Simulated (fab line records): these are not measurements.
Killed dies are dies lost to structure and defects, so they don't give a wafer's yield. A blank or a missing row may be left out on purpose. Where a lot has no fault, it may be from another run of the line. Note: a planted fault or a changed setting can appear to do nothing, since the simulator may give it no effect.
Struck lot and sound lot, side by side :: flow nand-harc :: 14 out of 1159 route steps
Sound: the wafers L562.1, L562.2, L562.4. Wafers struck: L581.1, L581.2, L581.5. Last of all comes the cause.
For every step that has rows: the tool of each side, followed by ch and its chambers, followed by its first start. Under that, the readings that differ: sound wafers :: struck wafers :: difference of the means :: sigmas: that difference in standard deviations of wafers without a fault.
alike: readings with means less than 2 such deviations apart, plus words and numbers identical on both sides. not compared: withheld readings, readings lacking a value on some wafer, bounds such as >300 that could conceal the same value, and numbers that have no deviation in the record and whose values overlap.
The two part at a step that has a row with sigmas, a row that says differs or no value, or rows on one side only. Numbers that have no deviation but don't overlap get no sigmas and don't part them. A reading missing from all wafers of one side parts the sides only when that side holds two or more wafers.

NHARC_A_ZERO_WELL_INSPECT_17:
  sound: defect-inspect-01 at day 7 15:07; struck: defect-inspect-02 at day 11 22:35
  alike: raw-defect-count
then, 3 steps without rows for these wafers: NHARC_A_SOURCE_PLATE_PRECLEAN_00 (cleans in HF-LAST, time 60 s); NHARC_A_SOURCE_PLATE_SRD_01; NHARC_A_SOURCE_PLATE_OXIDE_02 (material SiO2, target thk 10 nm, ox time 1362 s).
NHARC_A_SOURCE_PLATE_THK_MEAS_09: measures by ellipsometry.
  sound: film-metro-02 at day 7 21:37; struck: film-metro-02 at day 12 06:36
  alike: thk-nm
then, 3 steps without rows for these wafers: NHARC_A_SOURCE_PLATE_PVD_04 (deposits WSi2, target thk 50 nm); NHARC_A_SOURCE_PLATE_CVD_03 (deposits poly-Si, target thk 200 nm, time 4000 s); NHARC_A_SOURCE_PLATE_ANNEAL_05 (time 1800 s).
NHARC_A_SOURCE_PLATE_THK_MEAS_06: measures by ellipsometry.
  sound: film-metro-01 at day 8 08:38; struck: film-metro-01 at day 12 17:08
  alike: thk-nm
NHARC_A_SOURCE_PLATE_INSPECT_08:
  sound: defect-inspect-02 at day 8 08:43; struck: defect-inspect-01 at day 12 17:12
  alike: raw-defect-count
NHARC_A_ONON_D1_DEP_00: target thk 1000 nm.
  sound on pecvd-onon-03 ch 0, day 8 08:46; struck on pecvd-onon-02 ch 0, day 12 17:16
NHARC_A_ONON_D1_THK_MEAS_02: measures by ellipsometry.
  sound: film-metro-02 at day 8 09:17; struck: film-metro-01 at day 12 17:46
reading: thk-nm (nm)
sound: 1005 1005 1005
struck: 1702 1706 1704
difference: +699
sigmas: +72
then NHARC_A_ONON_D1_DEP_03 (target thk 1000 nm), 1 step lacking rows for these wafers.
-- the record jumps here: 12 days lie between the struck wafers' starts before and after (it left off in module A_ONON_D1 and takes up again in module END, whose first step shown is number 1159 of the route) --
NHARC_END_SORT_01:
  only the struck wafers appear in the record here, on prober-02 ch 0 at day 24 21:08; the sound ones have no rows

WHERE THEY PART
Earliest at NHARC_A_ONON_D1_THK_MEAS_02; latest, in this record, at NHARC_END_SORT_01.

WHY: the cause the simulator had injected
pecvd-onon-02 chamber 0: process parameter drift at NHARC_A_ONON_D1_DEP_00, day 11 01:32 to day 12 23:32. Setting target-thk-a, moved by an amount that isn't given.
